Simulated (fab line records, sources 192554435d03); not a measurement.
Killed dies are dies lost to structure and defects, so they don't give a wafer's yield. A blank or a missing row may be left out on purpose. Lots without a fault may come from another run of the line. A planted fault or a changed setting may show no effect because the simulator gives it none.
Chamber matching | flow n5_finfet | N5_BEOL_M4_DESCUM_16 on rie_diel-01: 4 sister chambers
The step chemistry O2, time 7 s. 30 wafers are shown with their chamber, then 12 later ones without.

WAFERS WITH THEIR CHAMBER
wafer  | chamber | drypump_motor_current_A (A) | showerhead_plenum_p_Torr (Torr) | throttle_valve_pct (%)
L074.2 | 0       | 5.8                         | 2.11                            | 20.38
L074.3 | 2       | 4.8                         | 2.01                            | 20.59
L074.4 | 1       | 5.1                         | 2.18                            | 20.56
L075.2 | 3       | 6.2                         | 2.20                            | 20.08
L075.4 | 1       | 5.1                         | 2.18                            | 20.55
L075.5 | 3       | 6.2                         | 2.20                            | 20.09
L076.1 | 1       | 5.1                         | 2.17                            | 20.57
L076.3 | 3       | 6.1                         | 2.20                            | 20.07
L076.4 | 2       | 4.8                         | 2.01                            | 20.62
L079.1 | 2       | 4.8                         | 2.01                            | 20.61
L079.2 | 1       | 5.1                         | 2.17                            | 20.56
L079.3 | 3       | 6.2                         | 2.20                            | 20.09
L079.4 | 0       | 5.8                         | 2.10                            | 20.39
L079.5 | 3       | 6.2                         | 2.20                            | 20.08
L079.6 | 2       | 4.8                         | 2.01                            | 20.62
L086.1 | 0       | 5.8                         | 2.09                            | 20.43
L086.2 | 2       | 4.8                         | 2.00                            | 20.66
L086.3 | 3       | 6.2                         | 2.20                            | 20.11
L086.4 | 2       | 4.8                         | 2.00                            | 20.65
L086.5 | 0       | 5.8                         | 2.10                            | 20.45
L086.6 | 3       | 6.2                         | 2.19                            | 20.10
L088.1 | 3       | 6.2                         | 2.20                            | 20.11
L088.2 | 0       | 5.8                         | 2.09                            | 20.44
L088.5 | 0       | 5.8                         | 2.09                            | 20.43
L090.1 | 3       | 6.2                         | 2.19                            | 20.11
L090.2 | 2       | 4.8                         | 2.00                            | 20.65
L090.3 | 0       | 5.8                         | 2.09                            | 20.45
L090.4 | 2       | 4.8                         | 2.00                            | 20.67
L090.5 | 3       | 6.2                         | 2.19                            | 20.11
L090.6 | 0       | 5.8                         | 2.09                            | 20.44

SIGNATURES (means of the wafers above)
reading                  | chamber 0 | chamber 1 | chamber 2 | chamber 3 | scatter within a chamber
drypump_motor_current_A  | 5.800     | 5.100     | 4.800     | 6.190     | 0.0186
showerhead_plenum_p_Torr | 2.0950    | 2.1750    | 2.0050    | 2.1970    | 0.00592
throttle_valve_pct       | 20.4262   | 20.5600   | 20.6337   | 20.0950   | 0.022
Rule: a wafer's distance from a chamber is the root of the sum, over the readings, of the square of ((its reading less the chamber's mean) divided by the reading's scatter). The wafer belongs to the nearest chamber; if the next one is less than 2 further off, it can't be placed. The scatter: the root of (the sum of the squares of (reading less its chamber's mean) over the shown wafers, divided by (wafers less chambers)).

WAFERS WITHOUT THEIR CHAMBER
wafer  | drypump_motor_current_A (A) | showerhead_plenum_p_Torr (Torr) | throttle_valve_pct (%)
L092.1 | 4.8                         | 1.99                            | 20.66
L092.2 | 5.8                         | 2.09                            | 20.45
L092.5 | 6.2                         | 2.19                            | 20.11
L093.2 | 5.8                         | 2.09                            | 20.48
L093.4 | 6.1                         | 2.19                            | 20.13
L093.6 | 5.8                         | 2.09                            | 20.45
L095.1 | 5.8                         | 2.09                            | 20.47
L095.3 | 5.1                         | 2.16                            | 20.18
L095.4 | 6.1                         | 2.19                            | 20.13
L096.1 | 5.8                         | 2.09                            | 20.46
L096.2 | 5.1                         | 2.16                            | 20.18
L096.3 | 4.8                         | 1.99                            | 20.69

WHICH CHAMBER EACH WENT THROUGH
wafer  | from the rows above | in truth
L092.1 | 2                   | 2
L092.2 | 0                   | 0
L092.5 | 3                   | 3
L093.2 | 0                   | 0
L093.4 | 3                   | 3
L093.6 | 0                   | 0
L095.1 | 0                   | 0
L095.3 | 1                   | 1
L095.4 | 3                   | 3
L096.1 | 0                   | 0
L096.2 | 1                   | 1
L096.3 | 2                   | 2
Placed correctly: 12 of 12. Can't be placed from these rows: 0. Placed wrongly: 0.
